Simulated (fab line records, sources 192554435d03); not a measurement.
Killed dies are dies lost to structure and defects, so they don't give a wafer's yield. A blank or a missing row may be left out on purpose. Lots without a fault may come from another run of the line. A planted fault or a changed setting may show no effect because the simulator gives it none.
Which tool did it? | flow n5_finfet | 24 lots, 72 wafers sampled, at 1 step of a route of 1938

WHAT THE GAUGES READ, wafer by wafer
N5_BEOL_M10_INSPECT_13: inspects for defects (brightfield).
lot  | measured     | on                | raw_defect_count
L074 | day 10 14:25 | defect_inspect-02 | 433 555 494
L075 | day 11 02:32 | defect_inspect-01 | 396 291 316
L076 | day 11 02:42 | defect_inspect-01 | 526 903 543
L079 | day 11 15:50 | defect_inspect-02 | 521 660 652
L077 | day 11 22:40 | defect_inspect-01 | 300 264 393
L078 | day 12 07:11 | defect_inspect-02 | 376 375 370
L080 | day 12 17:05 | defect_inspect-02 | 469 452 414
L082 | day 12 23:57 | defect_inspect-01 | 243 378 357
L081 | day 13 09:58 | defect_inspect-01 | 454 395 255
L084 | day 13 13:05 | defect_inspect-02 | 876 463 542
L086 | day 13 16:46 | defect_inspect-02 | 464 472 698
L085 | day 14 10:24 | defect_inspect-01 | 394 372 344
L083 | day 14 11:09 | defect_inspect-01 | 412 479 348
L087 | day 14 14:30 | defect_inspect-01 | 455 348 339
L088 | day 14 14:58 | defect_inspect-01 | 342 439 423
L089 | day 14 17:43 | defect_inspect-01 | 457 653 429
L090 | day 14 23:24 | defect_inspect-01 | 209 337 407
L091 | day 15 19:43 | defect_inspect-02 | 336 249 324
L092 | day 15 22:06 | defect_inspect-01 | 283 448 383
L093 | day 15 22:25 | defect_inspect-02 | 462 443 421
L094 | day 15 22:48 | defect_inspect-02 | 585 479 385
L095 | day 16 06:12 | defect_inspect-02 | 367 343 507
L096 | day 17 03:04 | defect_inspect-01 | 229 286 303
L097 | day 17 08:44 | defect_inspect-01 | 464 466 319

WHICH TOOL RAN EACH LOT (tool, then ch and the chambers of the sampled wafers, then the start)
The record holds no process step before these readings.

WHAT THE TOOLS THEMSELVES READ (means of the sampled wafers that have a number; where no wafer has one, the mark that the record gives instead)
The record holds no such reading with a usual standard deviation.

THE ANSWER, worked out from the rows above alone
Rule: what is usual is taken from the lots themselves. Put in order of their means at a reading, lots are off if they are a third of the lots or fewer, leave a main group of 4 or more, and stand apart from it by a gap of 3 or more times the standard deviation of the main group's means; of several such gaps the widest counts. A main group whose means are all the same, to the digits that the tables above print for the reading, isn't used. A lot without any number at a reading at which 4 lots or more have one is off too. The other lots that the step has rows for count as sound. The gauges are gone through in route order, then the tools' own readings, and for those a lot's mean is taken as printed above. The first step at which some lot is off is used, and at that step the reading that is off furthest; a lot without a number counts as furthest.
No lot is off at any reading shown: from this, nothing can be told.

WHAT THE SIMULATOR HAD PUT IN
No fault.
